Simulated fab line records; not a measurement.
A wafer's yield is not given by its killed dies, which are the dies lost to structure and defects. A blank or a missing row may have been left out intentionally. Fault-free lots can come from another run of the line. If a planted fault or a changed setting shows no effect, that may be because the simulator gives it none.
Which tool did it? / flow nandHarc / 13 lots with 39 wafers sampled at 5 steps, on a route of 1302 steps

## WHAT THE GAUGES SHOWED, per wafer
NHARC_A_ONON_D2_THK_MEAS_34: measures by ellipsometry. Usual: 200.2 nm for thkNm, sd 2.6.
lot=L197; measured=day 12 15:37; on=filmMetro-01; thkNm (nm)=201.8 198.5 202.0; flag=
lot=L198; measured=day 13 00:38; on=filmMetro-02; thkNm (nm)=201.7 203.8 205.6; flag=
lot=L199; measured=day 14 07:01; on=filmMetro-01; thkNm (nm)=197.0 197.7 200.1; flag=
lot=L202; measured=day 14 16:54; on=filmMetro-01; thkNm (nm)=195.4 197.3 199.9; flag=
lot=L203; measured=day 15 17:23; on=filmMetro-01; thkNm (nm)=199.1 200.5 201.8; flag=
lot=L212; measured=day 19 13:40; on=filmMetro-01; thkNm (nm)=198.5 200.7 201.2; flag=
lot=L214; measured=day 19 23:32; on=filmMetro-01; thkNm (nm)=200.0 198.8 205.4; flag=
lot=L213; measured=day 19 23:42; on=filmMetro-02; thkNm (nm)=195.2 196.7 197.9; flag=
lot=L215; measured=day 20 07:30; on=filmMetro-01; thkNm (nm)=197.9 197.3 199.6; flag=
lot=L216; measured=day 20 23:00; on=filmMetro-01; thkNm (nm)=198.9 195.5 199.5; flag=
lot=L218; measured=day 21 18:55; on=filmMetro-01; thkNm (nm)=197.8 197.2 204.1; flag=
lot=L217; measured=day 21 19:11; on=filmMetro-02; thkNm (nm)=198.1 202.1 204.1; flag=
lot=L219; measured=day 22 06:51; on=filmMetro-01; thkNm (nm)=201.2 200.7 200.5; flag=

NHARC_END_SORT_01. Usual: killedAtArray 59, standard deviation 17; killedAtOther 0.7, standard deviation 0.9; killedAtPeriphery 3.6, standard deviation 2.3; killedDies 63, standard deviation 18; killedOpen 3.4, standard deviation 1.9; killedShort 2.6, standard deviation 1.7.
lot=L215; measured=day 32 08:13; on=prober-01; killedAtArray=47 39 56; killedAtOther=1 0 2; killedAtPeriphery=2 2 2; killedDies=50 41 60; killedOpen=3 2 6; killedShort=3 1 6; flag=

## TOOL THAT RAN EACH LOT (tool first, then ch and the chambers of the sampled wafers, then the start)
lot=L197; NHARC_A_CHANNEL_HOLE_D2_DEP_01=pecvd-01 ch 0,2, day 12 19:34; NHARC_A_CHANNEL_FILL_D2_ALD_03=aldSinBatch-02 ch 0, day 14 18:36 or earlier; NHARC_A_CHANNEL_FILL_D2_ALD_25=aldHk-02 ch 0,1,2, day 14 18:36
lot=L198; NHARC_A_CHANNEL_HOLE_D2_DEP_01=pecvd-02 ch 0,1,2, day 13 02:44; NHARC_A_CHANNEL_FILL_D2_ALD_03=aldSinBatch-02 ch 0, day 15 03:32 or earlier; NHARC_A_CHANNEL_FILL_D2_ALD_25=aldHk-04 ch 0,3, day 15 03:32
lot=L199; NHARC_A_CHANNEL_HOLE_D2_DEP_01=pecvd-03 ch 0,2, day 14 09:08; NHARC_A_CHANNEL_FILL_D2_ALD_03=aldSinBatch-01 ch 0, day 16 11:10 or earlier; NHARC_A_CHANNEL_FILL_D2_ALD_25=aldHk-02 ch 0,1,2, day 16 11:10
lot=L202; NHARC_A_CHANNEL_HOLE_D2_DEP_01=pecvd-02 ch 0,1, day 14 18:57; NHARC_A_CHANNEL_FILL_D2_ALD_03=aldSinBatch-01 ch 0, day 16 18:08 or earlier; NHARC_A_CHANNEL_FILL_D2_ALD_25=aldHk-04 ch 2,3, day 16 18:08
lot=L203; NHARC_A_CHANNEL_HOLE_D2_DEP_01=pecvd-01 ch 0,1, day 15 21:56; NHARC_A_CHANNEL_FILL_D2_ALD_03=aldSinBatch-03 ch 0, day 18 00:16 or earlier; NHARC_A_CHANNEL_FILL_D2_ALD_25=aldHk-02 ch 0,1,3, day 18 00:16
lot=L212; NHARC_A_CHANNEL_HOLE_D2_DEP_01=pecvd-03 ch 0,1, day 19 15:43; NHARC_A_CHANNEL_FILL_D2_ALD_03=aldSinBatch-01 ch 0, day 21 14:55 or earlier; NHARC_A_CHANNEL_FILL_D2_ALD_25=aldHk-04 ch 0,1,2, day 21 14:55
lot=L214; NHARC_A_CHANNEL_HOLE_D2_DEP_01=pecvd-01 ch 0,1,2, day 20 01:36; NHARC_A_CHANNEL_FILL_D2_ALD_03=aldSinBatch-01 ch 0, day 22 00:13 or earlier; NHARC_A_CHANNEL_FILL_D2_ALD_25=aldHk-01 ch 0,2,3, day 22 00:13
lot=L213; NHARC_A_CHANNEL_HOLE_D2_DEP_01=pecvd-02 ch 0,1,2, day 20 01:44; NHARC_A_CHANNEL_FILL_D2_ALD_03=aldSinBatch-01 ch 0, day 22 00:50 or earlier; NHARC_A_CHANNEL_FILL_D2_ALD_25=aldHk-04 ch 1,2,3, day 22 00:50
lot=L215; NHARC_A_CHANNEL_HOLE_D2_DEP_01=pecvd-03 ch 0,1, day 20 12:19; NHARC_A_CHANNEL_FILL_D2_ALD_03=aldSinBatch-02 ch 0, day 22 09:19 or earlier; NHARC_A_CHANNEL_FILL_D2_ALD_25=aldHk-02 ch 1,2,3, day 22 09:19
lot=L216; NHARC_A_CHANNEL_HOLE_D2_DEP_01=pecvd-03 ch 0,1, day 21 04:21; NHARC_A_CHANNEL_FILL_D2_ALD_03=aldSinBatch-01 ch 0, day 23 01:08 or earlier; NHARC_A_CHANNEL_FILL_D2_ALD_25=aldHk-02 ch 0,1,3, day 23 01:08
lot=L218; NHARC_A_CHANNEL_HOLE_D2_DEP_01=pecvd-02 ch 0,2, day 22 00:43; NHARC_A_CHANNEL_FILL_D2_ALD_03=aldSinBatch-02 ch 0, day 24 00:35 or earlier; NHARC_A_CHANNEL_FILL_D2_ALD_25=aldHk-04 ch 0,2,3, day 24 00:35
lot=L217; NHARC_A_CHANNEL_HOLE_D2_DEP_01=pecvd-01 ch 0,2, day 22 02:12; NHARC_A_CHANNEL_FILL_D2_ALD_03=aldSinBatch-02 ch 0, day 24 01:05 or earlier; NHARC_A_CHANNEL_FILL_D2_ALD_25=aldHk-02 ch 0,2,3, day 24 01:05
lot=L219; NHARC_A_CHANNEL_HOLE_D2_DEP_01=pecvd-01 ch 1,2, day 22 10:05; NHARC_A_CHANNEL_FILL_D2_ALD_03=aldSinBatch-02 ch 0, day 24 06:59 or earlier; NHARC_A_CHANNEL_FILL_D2_ALD_25=aldHk-01 ch 1,2, day 24 06:59
- NHARC_A_CHANNEL_HOLE_D2_DEP_01: deposits SiON, target thk 140 nm.
- NHARC_A_CHANNEL_FILL_D2_ALD_03: deposits SiNx, target thk 6 nm, pulse time 60 s, ald cycles 58.
- NHARC_A_CHANNEL_FILL_D2_ALD_25: deposits SiOx, target thk 60 nm, pulse time 10 s, ald cycles 600.

## WHAT THE TOOLS THEMSELVES READ (means of the sampled wafers that have a number; where no wafer has one, the mark that the record gives instead)
NHARC_A_CHANNEL_HOLE_D2_DEP_01. Usual: chamberPressureTorr 3.502 Torr, standard deviation 0.0076; heaterPowerOuterW 484 W, standard deviation 86; heaterPowerW 778 W, standard deviation 120.
lot=L197; tool=pecvd-01; chamberPressureTorr (Torr)=3.505; heaterPowerOuterW (W)=450; heaterPowerW (W)=780; flag=
lot=L198; tool=pecvd-02; chamberPressureTorr (Torr)=3.498; heaterPowerOuterW (W)=480; heaterPowerW (W)=761; flag=
lot=L199; tool=pecvd-03; chamberPressureTorr (Torr)=3.503; heaterPowerOuterW (W)=621; heaterPowerW (W)=974; flag=
lot=L202; tool=pecvd-02; chamberPressureTorr (Torr)=3.507; heaterPowerOuterW (W)=404; heaterPowerW (W)=683; flag=
lot=L203; tool=pecvd-01; chamberPressureTorr (Torr)=3.512; heaterPowerOuterW (W)=395; heaterPowerW (W)=678; flag=
lot=L212; tool=pecvd-03; chamberPressureTorr (Torr)=3.507; heaterPowerOuterW (W)=591; heaterPowerW (W)=910; flag=
lot=L214; tool=pecvd-01; chamberPressureTorr (Torr)=3.495; heaterPowerOuterW (W)=407; heaterPowerW (W)=685; flag=
lot=L213; tool=pecvd-02; chamberPressureTorr (Torr)=3.500; heaterPowerOuterW (W)=487; heaterPowerW (W)=778; flag=
lot=L215; tool=pecvd-03; chamberPressureTorr (Torr)=3.496; heaterPowerOuterW (W)=639; heaterPowerW (W)=981; flag=
lot=L216; tool=pecvd-03; chamberPressureTorr (Torr)=3.510; heaterPowerOuterW (W)=620; heaterPowerW (W)=955; flag=
lot=L218; tool=pecvd-02; chamberPressureTorr (Torr)=3.500; heaterPowerOuterW (W)=489; heaterPowerW (W)=762; flag=
lot=L217; tool=pecvd-01; chamberPressureTorr (Torr)=3.499; heaterPowerOuterW (W)=433; heaterPowerW (W)=778; flag=
lot=L219; tool=pecvd-01; chamberPressureTorr (Torr)=3.501; heaterPowerOuterW (W)=460; heaterPowerW (W)=754; flag=

NHARC_A_CHANNEL_FILL_D2_ALD_03. Usual: chamberPressureTorr 2.000 Torr, standard deviation 0.0048; precursorPulseHeightRel 1.002, standard deviation 0.017.
lot=L197; tool=aldSinBatch-02; chamberPressureTorr (Torr)=2.000; precursorPulseHeightRel=1.009; flag=
lot=L198; tool=aldSinBatch-02; chamberPressureTorr (Torr)=2.002; precursorPulseHeightRel=1.006; flag=
lot=L199; tool=aldSinBatch-01; chamberPressureTorr (Torr)=1.995; precursorPulseHeightRel=0.991; flag=
lot=L202; tool=aldSinBatch-01; chamberPressureTorr (Torr)=2.001; precursorPulseHeightRel=1.012; flag=
lot=L203; tool=aldSinBatch-03; chamberPressureTorr (Torr)=1.997; precursorPulseHeightRel=1.011; flag=
lot=L212; tool=aldSinBatch-01; chamberPressureTorr (Torr)=2.002; precursorPulseHeightRel=1.006; flag=
lot=L214; tool=aldSinBatch-01; chamberPressureTorr (Torr)=2.005; precursorPulseHeightRel=0.987; flag=
lot=L213; tool=aldSinBatch-01; chamberPressureTorr (Torr)=2.001; precursorPulseHeightRel=0.993; flag=
lot=L215; tool=aldSinBatch-02; chamberPressureTorr (Torr)=1.995; precursorPulseHeightRel=0.997; flag=
lot=L216; tool=aldSinBatch-01; chamberPressureTorr (Torr)=2.002; precursorPulseHeightRel=1.007; flag=
lot=L218; tool=aldSinBatch-02; chamberPressureTorr (Torr)=2.003; precursorPulseHeightRel=1.002; flag=
lot=L217; tool=aldSinBatch-02; chamberPressureTorr (Torr)=2.001; precursorPulseHeightRel=1.003; flag=
lot=L219; tool=aldSinBatch-02; chamberPressureTorr (Torr)=1.998; precursorPulseHeightRel=0.983; flag=

NHARC_A_CHANNEL_FILL_D2_ALD_25. Usual: heaterPowerOuterW 259 W, standard deviation 36; heaterPowerW 467 W, standard deviation 58; precursorPulseHeightRel 1.002, standard deviation 0.021.
lot=L197; tool=aldHk-02; heaterPowerOuterW (W)=288; heaterPowerW (W)=502; precursorPulseHeightRel=1.001; flag=
lot=L198; tool=aldHk-04; heaterPowerOuterW (W)=253; heaterPowerW (W)=468; precursorPulseHeightRel=1.014; flag=
lot=L199; tool=aldHk-02; heaterPowerOuterW (W)=285; heaterPowerW (W)=509; precursorPulseHeightRel=1.024; flag=
lot=L202; tool=aldHk-04; heaterPowerOuterW (W)=242; heaterPowerW (W)=464; precursorPulseHeightRel=1.023; flag=
lot=L203; tool=aldHk-02; heaterPowerOuterW (W)=272; heaterPowerW (W)=491; precursorPulseHeightRel=1.006; flag=
lot=L212; tool=aldHk-04; heaterPowerOuterW (W)=226; heaterPowerW (W)=432; precursorPulseHeightRel=1.005; flag=
lot=L214; tool=aldHk-01; heaterPowerOuterW (W)=284; heaterPowerW (W)=509; precursorPulseHeightRel=1.000; flag=
lot=L213; tool=aldHk-04; heaterPowerOuterW (W)=233; heaterPowerW (W)=451; precursorPulseHeightRel=1.000; flag=
lot=L215; tool=aldHk-02; heaterPowerOuterW (W)=264; heaterPowerW (W)=449; precursorPulseHeightRel=1.002; flag=
lot=L216; tool=aldHk-02; heaterPowerOuterW (W)=283; heaterPowerW (W)=485; precursorPulseHeightRel=1.002; flag=
lot=L218; tool=aldHk-04; heaterPowerOuterW (W)=231; heaterPowerW (W)=414; precursorPulseHeightRel=1.022; flag=
lot=L217; tool=aldHk-02; heaterPowerOuterW (W)=268; heaterPowerW (W)=472; precursorPulseHeightRel=1.000; flag=
lot=L219; tool=aldHk-01; heaterPowerOuterW (W)=291; heaterPowerW (W)=500; precursorPulseHeightRel=1.007; flag=

## THE ANSWER, worked out from the rows above alone
Rule: a lot is off if the mean of its wafers that have a number lies more than 3 standard deviations from the usual mean. Also off: a lot with no number at a reading for which 4 or more lots have one. Any other lot the step has rows for is counted as sound. Order of review: gauges by route order, followed by the tools' own readings, for which a lot's mean as printed above is used. At the first step where some lot is off, the reading lying furthest off is the one used; lots without a number count as furthest.
No lot is off at any reading shown: from this, nothing can be told.

## WHAT THE SIMULATOR HAD INSERTED
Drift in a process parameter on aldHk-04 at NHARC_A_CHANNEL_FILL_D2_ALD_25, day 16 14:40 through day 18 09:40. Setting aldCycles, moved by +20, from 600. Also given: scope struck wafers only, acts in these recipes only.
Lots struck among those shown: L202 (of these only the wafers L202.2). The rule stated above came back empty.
